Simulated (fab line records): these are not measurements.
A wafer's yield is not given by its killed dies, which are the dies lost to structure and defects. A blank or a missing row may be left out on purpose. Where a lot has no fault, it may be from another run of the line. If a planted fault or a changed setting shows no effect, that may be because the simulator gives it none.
fab line records ; flow nand_harc
[record] lots = 5; wafers = 13; last_day = 33
route steps=1302 shown P_CONTACT@226 END@1302
lots with no fault: from the same line, run without faults
start_h: hours from the record's first day to the start of the lot's first wafer shown ; wait_h: hours from the lot's prior step to this one ; " identical to the entry in the row above ; L1.1+2: one row covering several wafers at once ; - either no value or no given start ; * or withheld: withheld ; < > ~ a bound
route shown NAME@n: a module of which the file shows steps, and the number in the route of the first ; usual: mean/standard deviation of fault-free wafers ; same: alike in all rows ; chamber/n: place in a boat ; sites: each site's reading ; _std_site: how widely they spread, as a standard deviation ; _edge_site: the outer-site mean with the inner-site mean subtracted ; radius_mm: for every site, how far away it sits from the centre of the wafer ; mask NAME#n: copy n ; behind: the tool/chamber that last shaped the wafer ; hold: cause of the lot's hold/its duration in hours/its outcome ; device: which transistor (n, p or np) failed to switch ; end of line: the same wafers' tests at the end of the route ; where a step has no rows: the recipe by itself ; killed: at the first sort, the dies lost to defects and structure; wafer yield is something else ; map: dies across one wafer; x = killed, . = not, _ = none there
set.NAME: the run value of the setting; set.NAME@STEP: its run value at that earlier step ; model.NAME: the simulator's own value behind a step, which no gauge read
a table for each step, a row for each wafer; lots at some steps of the route
services: when a tool's chamber went out of use (start_h, in hours from the record's first day, below 0 if earlier), for how many hours, and the reason
[[steps]]
[step NHARC_P_CONTACT_COAT_06]
[recipe] spin_rpm = 1500; resist_thk_nm = 90
[step NHARC_P_CONTACT_SOFTBAKE_07]
[recipe] temp_c = 105; time_s = 55
[step NHARC_P_CONTACT_EBR_08]
[step NHARC_P_CONTACT_EXPOSE_09]
[recipe] na = 1.35; target_cd_nm = 90; dose_mj = 81.26; mask_id = P_CA
[step NHARC_P_CONTACT_PEB_10]
[recipe] peb_temp_c = 100; peb_time_s = 65
[step NHARC_P_CONTACT_DEVELOP_11]
[recipe] develop_time_s = 35; dev_temp_c = 23
[step NHARC_P_CONTACT_CD_MEAS_12]
[recipe] target_cd_nm = 90; landing_energy_ev = 500
[usual] cd_nm = 89.8/0.55
lot.wafer;tool;chamber;start_h;wait_h;cd_nm
L119.1;cd_sem-01;0;181.24;-;89.4
L119.2;cd_sem-01;0;181.24;-;89.3
L119.6;cd_sem-01;0;181.24;-;89.3
L123.1;cd_sem-02;0;232.86;-;89.6
L123.3;cd_sem-02;0;232.86;-;90.0
L123.5;cd_sem-02;0;232.86;-;89.3
L130.3;cd_sem-01;0;295.33;-;90.5
L133.4;cd_sem-02;0;322.36;-;89.7
L133.5;cd_sem-02;0;322.36;-;89.9
L133.6;cd_sem-02;0;322.36;-;89.6
L134.3;cd_sem-01;0;335.79;-;90.5
L134.4;cd_sem-01;0;335.79;-;90.9
L134.6;cd_sem-01;0;335.79;-;89.9
[step NHARC_P_CONTACT_OVL_MEAS_13]
[usual] overlay_x_nm = 0.1/0.69; overlay_y_nm = 0.1/0.7
lot.wafer;tool;chamber;start_h;wait_h;overlay_x_nm;overlay_y_nm
L119.1;overlay-01;-;181.33;-;0.6;-1.6
L119.2;overlay-01;-;181.33;-;0.2;-0.2
L119.6;overlay-01;-;181.33;-;0.6;-1.0
L123.1;overlay-02;-;232.95;-;0.4;-1.3
L123.3;overlay-02;-;232.95;-;0.5;-1.4
L123.5;overlay-02;-;232.95;-;0.2;-1.4
L130.3;overlay-01;-;295.41;-;0.3;-0.5
L133.4;overlay-02;-;322.44;-;0.2;-0.4
L133.5;overlay-02;-;322.44;-;0.3;-0.5
L133.6;overlay-02;-;322.44;-;0.2;-0.1
L134.3;overlay-01;-;335.88;-;-0.5;-0.3
L134.4;overlay-01;-;335.88;-;-0.7;0.5
L134.6;overlay-01;-;335.88;-;-0.7;-0.1
[step NHARC_P_CONTACT_INSPECT_14]
[usual] raw_defect_count = 4.4/2.5
lot.wafer;tool;chamber;start_h;wait_h;raw_defect_count
L119.1;defect_inspect-01;-;181.37;0.0;4
L119.2;defect_inspect-01;-;181.37;0.0;10
L119.6;defect_inspect-01;-;181.37;0.0;7
L123.1;defect_inspect-02;-;232.98;0.0;2
L123.3;defect_inspect-02;-;232.98;0.0;5
L123.5;defect_inspect-02;-;232.98;0.0;4
L130.3;defect_inspect-02;-;295.45;0.0;2
L133.4;defect_inspect-02;-;322.48;0.0;2
L133.5;defect_inspect-02;-;322.48;0.0;5
L133.6;defect_inspect-02;-;322.48;0.0;3
L134.3;defect_inspect-02;-;335.91;0.0;2
L134.4;defect_inspect-02;-;335.91;0.0;6
L134.6;defect_inspect-02;-;335.91;0.0;6
[step NHARC_P_CONTACT_DESCUM_17]
[recipe] time_s = 3; o2_flow_sccm = 200; ar_flow_sccm = 0; bias_power_w = 0; chemistry = O2
[step NHARC_P_CONTACT_ETCH_35]
[recipe] target_depth_a = 390; over_etch_frac = 0.3; time_s = 65; ion_energy_ev = 80; cf4_flow_sccm = 150; ar_flow_sccm = 0; rf_w = 300; bias_w = 100; chemistry = CF4
[usual] chamber_pressure_mTorr = 49.99/0.044; drypump_motor_current_A = 5.6/0.44; oes_product_au = 1.000/0.0071; rf_vpp_V = 151.4/1.1; showerhead_plenum_p_Torr = 1.77/0.066; throttle_valve_pct = 13.283/0.0088
lot.wafer;tool;chamber;start_h;wait_h;chamber_pressure_mTorr;drypump_motor_current_A;oes_product_au;rf_hours_counter_h;rf_vpp_V;showerhead_plenum_p_Torr;throttle_valve_pct
L119.1;rie_diel-05;2;181.51;0.1;49.93;5.9;1.000;1.7;152.2;1.78;13.299
L119.2;rie_diel-05;1;181.51;0.1;49.93;5.7;1.005;1.8;152.9;1.83;13.269
L119.6;rie_diel-05;3;181.51;0.1;50.00;5.1;1.003;-;150.4;1.67;13.288
L123.3;rie_diel-01;3;233.15;0.1;49.98;6.5;0.990;0.1;150.3;1.75;13.273
L123.1;rie_diel-01;1;233.15;0.1;50.01;5.8;0.999;1.5;152.5;1.82;13.291
L123.5;rie_diel-01;3;233.15;0.1;50.02;6.4;0.987;-;150.4;1.75;13.283
L130.3;rie_diel-01;0;295.60;0.1;50.03;5.4;1.002;5.0;150.6;1.71;13.275
L133.4;rie_diel-02;3;322.67;0.1;50.00;5.8;1.006;-;150.8;1.74;13.291
L133.5;rie_diel-02;0;322.67;0.1;49.95;6.3;0.999;-;151.7;1.73;13.289
L133.6;rie_diel-02;1;322.67;0.1;49.99;5.1;0.986;-;153.9;1.88;13.274
L134.4;rie_diel-02;2;336.06;0.1;50.01;5.3;0.993;2.7;151.4;1.75;13.278
L134.3;rie_diel-02;1;336.06;0.1;50.01;5.2;0.990;3.4;151.2;1.88;13.297
L134.6;rie_diel-02;2;336.06;0.1;49.99;5.2;0.994;-;151.4;1.75;13.265
[step NHARC_P_CONTACT_ETCH_36]
[recipe] target_depth_a = 2600; over_etch_frac = 0.25; time_s = 406.25; ion_energy_ev = 200; n2_flow_sccm = 150; h2_flow_sccm = 150; ar_flow_sccm = 0; rf_w = 400; bias_w = 150; chemistry = N2/H2
[step NHARC_P_CONTACT_ETCH_18]
[recipe] target_depth_a = 4810; time_s = 240.5; c4f8_flow_sccm = 20; o2_flow_sccm = 10; ar_flow_sccm = withheld; rf_w = 600; bias_w = 1500; chemistry = C4F8/O2/Ar
[usual] chamber_pressure_mTorr = 24.997/0.021; oes_product_au = 0.956/0.021; rf_vpp_V = 978/5.3
lot.wafer;tool;chamber;start_h;wait_h;chamber_pressure_mTorr;oes_product_au;rf_hours_counter_h;rf_vpp_V
L119.1;rie_diel-05;1;181.91;-;24.989;0.964;1.9;983
L119.2;rie_diel-05;3;181.91;-;24.992;0.992;2.2;972
L119.6;rie_diel-05;2;181.91;-;25.016;0.975;-;977
L123.3;rie_diel-01;0;233.62;-;25.005;0.967;1.8;974
L123.1;rie_diel-01;1;233.62;-;24.967;0.972;1.8;983
L123.5;rie_diel-01;1;233.62;-;24.998;0.969;-;983
L130.3;rie_diel-01;0;296.05;-;24.983;0.963;5.1;973
L133.4;rie_diel-02;0;323.18;-;25.004;0.972;-;976
L133.5;rie_diel-02;1;323.18;-;25.033;0.971;-;987
L133.6;rie_diel-02;3;323.18;-;24.989;0.970;-;977
L134.4;rie_diel-02;1;336.48;-;25.000;0.962;3.6;986
L134.3;rie_diel-02;2;336.48;-;25.000;0.929;3.0;977
L134.6;rie_diel-02;1;336.48;-;25.011;0.952;-;988
[step NHARC_P_CONTACT_STRIP_37]
[recipe] c4f8_flow_sccm = withheld; o2_flow_sccm = 8; ar_flow_sccm = withheld; bias_w = 0; chemistry = C4F8/O2/Ar
[step NHARC_P_CONTACT_ETCH_31]
[recipe] target_depth_a = 300; time_s = 85.7; ion_energy_ev = 120; over_etch_frac = 1; ch3f_flow_sccm = 50; o2_flow_sccm = 30; ar_flow_sccm = 200; rf_w = 500; bias_w = 100; chemistry = CH3F/O2
[usual] chamber_pressure_mTorr = 24.998/0.023; drypump_motor_current_A = 5.6/0.45; o2_flow_sccm = 30.01/0.091; oes_product_au = 0.975/0.014; rf_vpp_V = 244.4/1.6; showerhead_plenum_p_Torr = 2.46/0.097; throttle_valve_pct = 20.662/0.0091
lot.wafer;tool;chamber;start_h;wait_h;chamber_pressure_mTorr;drypump_motor_current_A;o2_flow_sccm;oes_product_au;rf_hours_counter_h;rf_vpp_V;showerhead_plenum_p_Torr;throttle_valve_pct
L119.1;rie_diel-05;2;-;-;25.000;5.9;29.99;0.997;2.0;244.0;2.47;20.647
L119.2;rie_diel-05;0;-;-;25.009;5.2;30.09;0.991;2.2;246.3;2.62;20.664
L119.6;rie_diel-05;3;-;-;24.950;5.1;30.00;1.003;-;243.3;2.31;20.656
L123.1;rie_diel-01;3;-;-;24.993;6.5;29.92;0.968;0.4;243.4;2.43;20.657
L123.3;rie_diel-01;2;-;-;24.983;5.2;30.04;0.997;1.2;242.9;2.35;20.638
L123.5;rie_diel-01;3;-;-;24.999;6.5;30.00;0.973;-;244.5;2.43;20.663
L130.3;rie_diel-01;1;-;-;24.975;5.8;29.99;0.985;5.9;245.5;2.53;20.662
L133.5;rie_diel-02;0;-;-;25.005;6.3;30.06;0.947;-;242.9;2.40;20.655
L133.6;rie_diel-02;1;-;-;24.982;5.2;30.00;0.951;-;246.3;2.62;20.656
L133.4;rie_diel-02;3;-;-;24.986;5.8;29.98;0.949;-;244.3;2.42;20.677
L134.3;rie_diel-02;3;-;-;25.027;5.8;30.07;0.992;3.4;244.1;2.42;20.653
L134.4;rie_diel-02;1;-;-;24.996;5.2;30.00;0.986;3.7;247.1;2.62;20.665
L134.6;rie_diel-02;2;-;-;24.992;5.2;30.21;0.963;-;245.8;2.43;20.661
[step NHARC_P_CONTACT_CD_MEAS_19]
[usual] cd_nm = 89.7/1.2
lot.wafer;tool;chamber;start_h;wait_h;cd_nm
L119.1;cd_sem-01;-;182.31;-;88.5
L119.2;cd_sem-01;-;182.31;-;89.0
L119.6;cd_sem-01;-;182.31;-;89.0
L123.1;cd_sem-02;-;234.01;-;90.2
L123.3;cd_sem-02;-;234.01;-;89.9
L123.5;cd_sem-02;-;234.01;-;88.4
L130.3;cd_sem-03;-;296.39;-;89.3
L133.4;cd_sem-02;-;324.05;-;91.6
L133.5;cd_sem-02;-;324.05;-;89.6
L133.6;cd_sem-02;-;324.05;-;89.9
L134.3;cd_sem-03;-;336.85;-;90.2
L134.4;cd_sem-03;-;336.85;-;90.5
L134.6;cd_sem-03;-;336.85;-;91.8
[step NHARC_P_CONTACT_STRIP_28]
[recipe] o2_flow_sccm = 500; ar_flow_sccm = 0; bias_w = 0; chemistry = O2
[usual] chamber_pressure_mTorr = 60.00/0.057; drypump_motor_current_A = 5.6/0.45; o2_flow_sccm = 499.9/1.5; oes_product_au = 1.000/0.0073; rf_vpp_V = 57.8/0.89; showerhead_plenum_p_Torr = 3.53/0.13; throttle_valve_pct = 17.035/0.0093
lot.wafer;tool;chamber;start_h;wait_h;chamber_pressure_mTorr;drypump_motor_current_A;o2_flow_sccm;oes_product_au;rf_hours_counter_h;rf_vpp_V;showerhead_plenum_p_Torr;throttle_valve_pct
L119.1;rie_diel-05;2;182.41;0.1;60.00;5.9;503.0;1.003;2.1;57.6;3.55;17.033
L119.2;rie_diel-05;3;182.41;0.1;59.97;5.1;498.3;1.008;2.3;58.2;3.33;17.044
L119.6;rie_diel-05;1;182.41;0.1;59.96;5.7;499.0;1.012;-;58.6;3.66;17.028
L123.3;rie_diel-02;3;234.11;0.1;60.00;5.8;502.4;0.997;0.2;55.2;3.47;17.016
L123.1;rie_diel-02;0;234.11;0.1;60.08;6.3;498.6;0.992;0.2;57.1;3.44;17.030
L123.5;rie_diel-02;2;234.11;0.1;59.98;5.3;501.3;0.997;-;56.8;3.49;17.036
L130.3;rie_diel-01;1;296.51;0.1;60.01;5.8;500.4;1.006;5.9;57.9;3.63;17.045
L133.4;rie_diel-05;3;324.18;0.1;60.03;5.1;496.8;1.012;-;57.8;3.32;17.032
L133.6;rie_diel-05;0;324.18;0.1;60.04;5.3;500.3;0.999;-;59.3;3.75;17.030
L133.5;rie_diel-05;1;324.18;0.1;60.04;5.7;502.5;0.997;-;57.8;3.66;17.046
L134.4;rie_diel-01;3;336.94;0.1;59.97;6.5;501.3;0.989;4.7;58.9;3.49;17.030
L134.3;rie_diel-01;1;336.94;0.1;59.99;5.8;498.8;1.006;7.7;57.6;3.63;17.030
L134.6;rie_diel-01;3;336.94;0.1;59.96;6.5;500.9;0.983;-;56.9;3.49;17.030
[step NHARC_P_CONTACT_STRIP_29]
[recipe] time_s = 1200; temp_c = 72.5; chemistry = post_etch_residue_remover
[step NHARC_P_CONTACT_DEGAS_38]
[recipe] temp_c = 300; time_s = 60
[step NHARC_P_CONTACT_PRE_CLEAN_39]
[recipe] time_s = 19.5; bias_v = 250; gas = Ar
[step NHARC_P_CONTACT_PVD_32]
[recipe] target_thk_a = 50; chamber_pressure_pa = 5; power_w = 5000; substrate_temp_c = 200; time_s = 17.7; material = Ti
[step NHARC_P_CONTACT_ALD_22]
[recipe] target_thk_a = 30; pulse_time_s = 1; ald_cycles = 150; temp_c = 450; material = TiN
[usual] heater_power_w = 1050/120; precursor_pulse_height_rel = 1.000/0.019
lot.wafer;tool;chamber;start_h;wait_h;heater_power_w;precursor_pulse_height_rel
L119.1;ald_metal-03;3;183.29;-;1228;1.008
L119.2;ald_metal-03;0;183.29;-;1015;0.976
L119.6;ald_metal-03;2;183.29;-;970;0.991
L123.1;ald_metal-03;0;234.96;-;998;1.012
L123.3;ald_metal-03;3;234.96;-;1295;1.014
L123.5;ald_metal-03;1;234.96;-;1202;1.022
L130.3;ald_metal-01;1;297.36;-;1024;0.968
L133.4;ald_metal-04;3;325.07;-;958;1.002
L133.5;ald_metal-04;1;325.07;-;1082;1.008
L133.6;ald_metal-04;2;325.07;-;1082;1.010
L134.4;ald_metal-04;2;337.80;-;1073;0.999
L134.3;ald_metal-04;1;337.80;-;1079;0.994
L134.6;ald_metal-04;2;337.80;-;1056;1.015
[step NHARC_P_CONTACT_CVD_23]
[recipe] target_thk_a = 2000; temp_c = 300; pressure_torr = 40; wf6_flow_sccm = 40; h2_flow_sccm = 1600; ar_flow_sccm = 1560; time_s = 557; material = W
[step NHARC_P_CONTACT_CMP_24]
[recipe] t_overpolish_s = 30; target_thk_nm = 200
[usual] motor_current_A = 12.0/1.4; overpolish_run_s = 29.999/0.01; time_to_endpoint_s = 40.0/2.4
lot.wafer;tool;chamber;start_h;wait_h;motor_current_A;overpolish_run_s;time_to_endpoint_s
L119.2;cmp-01;2;184.12;0.6;15.3;29.995;38.4
L119.1;cmp-01;1;184.12;0.6;11.9;30.002;40.2
L119.6;cmp-01;3;184.12;0.6;14.8;29.992;41.8
L123.3;cmp-01;3;235.84;0.4;14.5;30.011;42.8
L123.1;cmp-01;1;235.84;0.4;12.3;30.004;42.6
L123.5;cmp-01;0;235.84;0.4;10.3;29.985;40.2
L130.3;cmp-04;2;298.21;0.3;12.2;29.996;38.3
L133.4;cmp-01;0;325.92;0.3;10.0;29.994;37.9
L133.5;cmp-01;2;325.92;0.3;14.2;30.007;35.6
L133.6;cmp-01;3;325.92;0.3;14.4;30.004;35.0
L134.4;cmp-04;0;338.67;0.3;11.9;30.017;39.0
L134.3;cmp-04;2;338.67;0.3;11.7;30.011;37.2
L134.6;cmp-04;3;338.67;0.3;10.4;29.988;40.2
[step NHARC_P_CONTACT_SRD_26]
[step NHARC_END_SORT_01]
[recipe] temp_c = 25
[usual] killed_at_array = 54/23; killed_at_other = 1.2/1.5; killed_at_periphery = 3.9/2.5; killed_dies = 59/23; killed_open = 3.2/1.7; killed_short = 2.4/1.6
[same] gross_dies = 677
lot.wafer;tool;chamber;start_h;wait_h;killed_at_array;killed_at_other;killed_at_periphery;killed_dies;killed_open;killed_short
L130.3;prober-02;0;750.52;3.2;75;1;67;143;1;0
// killed by level:class
L130.3 P_CONTACT:unspecified=64 A_CHANNEL_HOLE_D1:chamber_film_flake=32 A_CHANNEL_HOLE_D2:chamber_film_flake=25 A_SLIT:chamber_film_flake=7 A_CONTACT:chamber_film_flake=7 A_STAIRCASE:chamber_film_flake=3 P_BONDPAD:chamber_film_flake=2 P_M1:geometric_particle:open=1
// map L130.3 (x killed, . not)
____________x____________
_________...xx.x_________
_______......xxx.._______
______.....x..xxx..______
_____.........xx...x_____
____.......x.xxxx.xxx____
____.........xxx..x.x____
___.........xxx..xxxxx___
___.............xxxxxx___
__..............xxxxxxx__
__...x..........xxxxxxx__
_...............xxxxxxxx_
_.....x..........xxxxxxx_
_....x..........xxxxxxx._
_.....x...........xxx.x._
_..x..xxx..........x.xx._
...x.....x......x.xx.xx..
.....xx..............x..x
......x..................
....xx.x......x.x.....x..
....x.x..................
_....xxxx.......x......._
_.xxxxxx...........x...._
_...xxxxxx.............._
_...xxx.x.........x....._
_.....xx................_
__.....x...............__
__....x................__
___..x................___
___........x..........___
____..............x..____
____.................____
_____..............x_____
______.............______
_______..........._______
_________......._________
____________.____________
// map L123.5 (x killed, . not)
____________.____________
_________...xxx._________
_______......xx..._______
______.......x...x.______
_____..............x_____
____.................____
____.................____
___...........x.......___
___...................___
__....x.........x......__
__..x..................__
_......................._
_......................._
_.......x..............._
_.....x................._
_..x...................._
x........................
..............x...x......
.........x...............
.....x.........x.........
.......................x.
_x..............x......._
_................x....x._
_....x.................._
_...x...............x..._
_..............x..x....._
__x.............x......__
__........x............__
___.......x...........___
___...................___
____.................____
____.................____
_____..............._____
______.x...........______
_______..........._______
_________......._________
____________.____________
[[services]]
tool;chamber;start_h;hours;kind
ald_metal-03;-;158.44;0.5;repair
rie_diel-05;1;161.11;5.5;repair
cmp-04;-;179.26;1.1;repair
rie_diel-02;2;179.81;6.3;repair
cmp-01;-;185.59;4.0;pm
cmp-04;-;185.88;0.6;repair
rie_diel-02;0;187.40;1.6;repair
rie_diel-01;-;203.80;9.0;pm
cmp-04;-;209.00;4.0;pm
cmp-01;-;212.35;9.5;repair
rie_diel-01;3;214.29;14.6;repair
rie_diel-02;-;216.74;9.0;pm
ald_metal-03;-;221.85;10.0;pm
rie_diel-01;2;224.78;8.7;repair
rie_diel-05;-;229.60;9.0;pm
rie_diel-01;3;245.67;2.4;repair
rie_diel-05;1;277.44;11.3;repair
cmp-01;-;283.59;4.0;pm
ald_metal-04;-;296.00;10.0;pm
rie_diel-05;3;296.45;5.2;repair
ald_metal-03;1;309.94;3.6;repair
rie_diel-01;-;310.72;1.1;repair
rie_diel-02;2;321.45;8.6;repair
rie_diel-05;2;323.04;7.3;repair
[[key]]
[first_sign] step = NHARC_END_SORT_01; reading = killed_at_periphery; direction = up; sigmas = 25; usual = 3.9; struck = 67
[effect] step = NHARC_END_SORT_01; reading = killed_dies; direction = up; sigmas = 3.7; usual = 59; struck = 143
[more_kills_born_at] NHARC_P_CONTACT_ETCH_18@rie_diel-01 = 64
met_at NHARC_P_CONTACT_ETCH_18
struck_wafers L130.3
tester_left_out L130
onset_between 233.62 296.05
also_fits NHARC_P_CONTACT_ETCH_35:rie_diel-01,NHARC_P_CONTACT_ETCH_31:rie_diel-01,NHARC_P_CONTACT_ALD_22:ald_metal-01
[fault] kind = chamber_particle_source; tool = rie_diel-01; chamber = 0; onset_h = 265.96; steps = NHARC_P_CONTACT_ETCH_18; rate_per_visit_cm2 = 0.44611; end_h = 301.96
// tester_left_out: of these lots the tester's yield and bins aren't shown, on N5 and GAA mostly nor the transistor test; their killed dies are dies lost to structure and defects alone, not to doping, threshold or leakage, so they don't give the yield
